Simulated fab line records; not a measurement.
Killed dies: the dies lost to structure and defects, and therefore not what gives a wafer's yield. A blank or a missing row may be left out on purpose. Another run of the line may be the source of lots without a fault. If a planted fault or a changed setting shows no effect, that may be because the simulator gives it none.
The same fault as seen by 2 desks + flow nandHarc + what lay behind the numbers comes last; until then each desk has only its own

== THE METROLOGY DESK ==
Means of the sampled wafers that have a number, per lot and without regard to the tool the lot ran on: this is what the gauges read. Any lot whose mean is over 4 standard deviations away from the usual mean is out of limits and marked OUT; that distance is given in the brackets.
Columns: A = cdNm at NHARC_P_CONTACT_CD_MEAS_19, usual 90.1 nm; B = overlayXNm at NHARC_P_M0_OVL_MEAS_10, usual -0.1 nm; C = overlayYNm at NHARC_P_M0_OVL_MEAS_10, usual 0.1 nm
| lot  | first seen here | A    | B    | C    |
|------|-----------------|------|------|------|
| L329 | day 5 14:13     | 90.1 | -0.1 | 0.3  |
| L330 | day 5 22:52     | 89.0 | -0.6 | 0.5  |
| L331 | day 6 11:00     | 89.7 | -0.7 | 1.0  |
| L332 | day 6 11:10     | 90.8 | 0.6  | 0.9  |
| L338 | day 7 22:55     | 89.9 | -0.4 | -0.7 |
| L340 | day 8 08:59     | 91.2 | -0.2 | -0.2 |
| L339 | day 8 09:13     | 90.0 | 0.1  | 0.4  |
| L344 | day 9 10:05     | 88.8 | 0.5  | -0.4 |
| L343 | day 9 11:59     | 91.6 | -0.6 | 1.0  |
| L345 | day 9 16:24     | 89.7 | 0.6  | -1.5 |
| L347 | day 10 00:49    | 89.4 | -0.7 | 0.3  |
| L350 | day 10 17:29    | 91.2 | -0.9 | -0.9 |
| L349 | day 10 18:06    | 90.3 | 0.1  | -0.9 |
| L351 | day 11 06:31    | 90.7 | -0.0 | -0.2 |
This desk's finding: nothing out of limits on any of the 14 lots.

== FOR THE TOOL OWNER'S DESK: lithoTrack-06 ==
The tool's own readings at NHARC_P_M0_PEB_07 (peb time 65 s): means of the sampled wafers that have a number, for each lot that ran on this tool. Any lot whose mean is over 4 standard deviations away from the usual mean is out of limits and marked OUT; that distance is given in the brackets.
Columns: A = chillPlateTempC at NHARC_P_M0_PEB_07, usual 23.01 C; B = heaterPowerTotalW at NHARC_P_M0_PEB_07, usual 156.6 W; C = plateTempC at NHARC_P_M0_PEB_07, usual 99.98 C
| lot  | first seen here | A     | B               | C               |
|------|-----------------|-------|-----------------|-----------------|
| L332 | day 6 14:32     | 23.05 | 156.2           | 99.77           |
| L338 | day 8 01:53     | 23.08 | 148.8 (-18) OUT | 96.17 (-27) OUT |
| L340 | day 8 13:00     | 22.97 | 148.1 (-20) OUT | 96.32 (-26) OUT |
| L339 | day 8 13:22     | 22.93 | 148.3 (-20) OUT | 96.08 (-28) OUT |
This desk finds L338, L339, L340 out of limits, L338 being first, at day 8 01:53 (heaterPowerTotalW at NHARC_P_M0_PEB_07). Within limits: L332.

== TAKEN TOGETHER ==
The tool owner's desk had the chance to raise an alarm at day 8 01:53 on L338, L339, L340.
From the metrology desk's view, nothing was out of limits.
The metrology desk holds a record of L338, L339, L340, inside its limits.
Of the lots named, all ran NHARC_P_M0_PEB_07 on lithoTrack-06.

== WHAT THE SIMULATOR HAD INSERTED ==
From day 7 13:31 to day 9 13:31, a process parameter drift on lithoTrack-06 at NHARC_P_M0_PEB_07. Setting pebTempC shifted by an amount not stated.
Lots struck among those shown: L338, L339, L340.
Delay in hours, fault start to first out-of-limits reading, by desk: the tool owner's desk at 12.
